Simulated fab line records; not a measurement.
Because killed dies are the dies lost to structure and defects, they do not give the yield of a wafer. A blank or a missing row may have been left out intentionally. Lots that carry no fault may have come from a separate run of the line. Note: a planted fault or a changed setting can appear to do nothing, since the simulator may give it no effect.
What tool caused it? | flow n5_finfet | 24 lots, 72 wafers sampled, at 2 steps of a route of 1938

## WHAT EACH GAUGE READ, for each wafer
N5_BEOL_M7_THK_MEAS_01. Usual: M7_ILD_THK 155.7 nm, standard deviation 2.
lot  | measured     | on            | M7_ILD_THK (nm)   | flag
L074 | day 9 04:04  | film_metro-01 | 156.5 157.2 157.0 |
L075 | day 9 05:55  | film_metro-01 | 154.2 154.1 157.4 |
L076 | day 9 14:13  | film_metro-02 | 155.9 156.2 158.7 |
L077 | day 9 22:17  | film_metro-01 | 154.8 154.8 157.8 |
L078 | day 10 04:43 | film_metro-02 | 153.0 159.7 155.0 |
L080 | day 10 13:20 | film_metro-02 | 152.7 153.5 155.9 |
L079 | day 10 22:02 | film_metro-02 | 153.7 154.0 155.9 |
L081 | day 10 23:12 | film_metro-01 | 154.4 155.7 157.2 |
L083 | day 11 04:00 | film_metro-01 | 157.5 156.2 159.1 |
L082 | day 11 10:51 | film_metro-01 | 153.8 155.1 155.4 |
L084 | day 11 22:39 | film_metro-02 | 156.3 154.0 155.5 |
L085 | day 12 03:04 | film_metro-02 | 153.8 154.4 156.5 |
L086 | day 12 06:52 | film_metro-01 | 156.4 162.1 158.6 |
L087 | day 12 12:56 | film_metro-02 | 155.5 156.2 157.5 |
L088 | day 12 16:27 | film_metro-01 | 154.0 157.8 155.2 |
L089 | day 12 20:44 | film_metro-01 | 158.2 156.4 159.3 |
L090 | day 13 02:05 | film_metro-01 | 153.3 155.0 156.6 |
L091 | day 13 05:22 | film_metro-02 | 154.8 155.6 157.7 |
L092 | day 13 17:51 | film_metro-01 | 153.4 154.0 156.4 |
L094 | day 13 22:29 | film_metro-01 | 153.2 155.6 155.7 |
L093 | day 14 05:26 | film_metro-01 | 152.5 153.4 154.0 |
L095 | day 14 15:55 | film_metro-02 | 153.1 155.4 158.9 |
L096 | day 14 18:46 | film_metro-02 | 153.2 154.4 155.9 |
L097 | day 15 06:28 | film_metro-01 | 155.6 156.9 157.7 |

## TOOL THAT RAN EACH LOT (tool first, then ch and the chambers of the sampled wafers, then the start)
lot  | N5_BEOL_M6_ALD_77
L074 | ald_metal-02 ch 0,1, day 8 22:49
L075 | ald_metal-02 ch 1,3, day 9 01:44
L076 | ald_metal-02 ch 0,1, day 9 10:43
L077 | ald_metal-02 ch 1,2, day 9 16:25
L078 | ald_metal-04 ch 0,1,3, day 9 23:48
L080 | ald_metal-02 ch 0,1, day 10 08:09
L079 | ald_metal-04 ch 0,3, day 10 15:55
L081 | ald_metal-03 ch 0,3, day 10 16:08
L083 | ald_metal-02 ch 0,2,3, day 10 23:12
L082 | ald_metal-04 ch 1,2,3, day 11 08:12
L084 | ald_metal-03 ch 1,3, day 11 19:46
L085 | ald_metal-02 ch 0,1,2, day 11 23:01
L086 | ald_metal-02 ch 0,1, day 12 03:05
L087 | ald_metal-04 ch 1,2,3, day 12 10:40
L088 | ald_metal-02 ch 0,1, day 12 13:52
L089 | ald_metal-03 ch 0,2,3, day 12 17:05
L090 | ald_metal-03 ch 0,2, day 12 23:32
L091 | ald_metal-02 ch 2,3, day 13 03:10
L092 | ald_metal-03 ch 0,3, day 13 15:37
L094 | ald_metal-04 ch 1,2,3, day 13 19:17
L093 | ald_metal-03 ch 1,2,3, day 14 02:29
L095 | ald_metal-02 ch 0,1,3, day 14 11:55
L096 | ald_metal-03 ch 1,3, day 14 14:43
L097 | ald_metal-03 ch 1,2,3, day 15 02:07
- N5_BEOL_M6_ALD_77: deposits TaN, target thk 2 nm, pulse time 2 s, purge time 3 s.

## AS READ BY THE TOOLS THEMSELVES (means over the sampled wafers that have a number; for cases with no such wafer, the mark the record gives instead)
N5_BEOL_M6_ALD_77. Usual: heater_power_w reads 419 W (standard deviation 51).
lot  | tool         | heater_power_w (W) | flag
L074 | ald_metal-02 | 413                |
L075 | ald_metal-02 | 429                |
L076 | ald_metal-02 | 420                |
L077 | ald_metal-02 | 456                |
L078 | ald_metal-04 | 362                |
L080 | ald_metal-02 | 425                |
L079 | ald_metal-04 | 374                |
L081 | ald_metal-03 | 420                |
L083 | ald_metal-02 | 432                |
L082 | ald_metal-04 | 358                |
L084 | ald_metal-03 | 489                |
L085 | ald_metal-02 | 438                |
L086 | ald_metal-02 | 418                |
L087 | ald_metal-04 | 360                |
L088 | ald_metal-02 | 421                |
L089 | ald_metal-03 | 444                |
L090 | ald_metal-03 | 413                |
L091 | ald_metal-02 | 451                |
L092 | ald_metal-03 | 416                |
L094 | ald_metal-04 | 364                |
L093 | ald_metal-03 | 457                |
L095 | ald_metal-02 | 425                |
L096 | ald_metal-03 | 485                |
L097 | ald_metal-03 | 462                |

## THE ANSWER, worked out from the rows above alone
Rule: lot off if the mean of its wafers having a number is beyond 3 standard deviations from the usual mean. A lot without any number at a reading at which 4 lots or more have one is off too. Any other lot the step has rows for is counted as sound. Order of review: gauges by route order, followed by the tools' own readings, for which a lot's mean as printed above is used. At the first step where some lot is off, the reading lying furthest off is the one used; lots without a number count as furthest.
No lot is off on any of the readings shown, so nothing can be concluded from this.

## WHAT HAD BEEN PUT IN BY THE SIMULATOR
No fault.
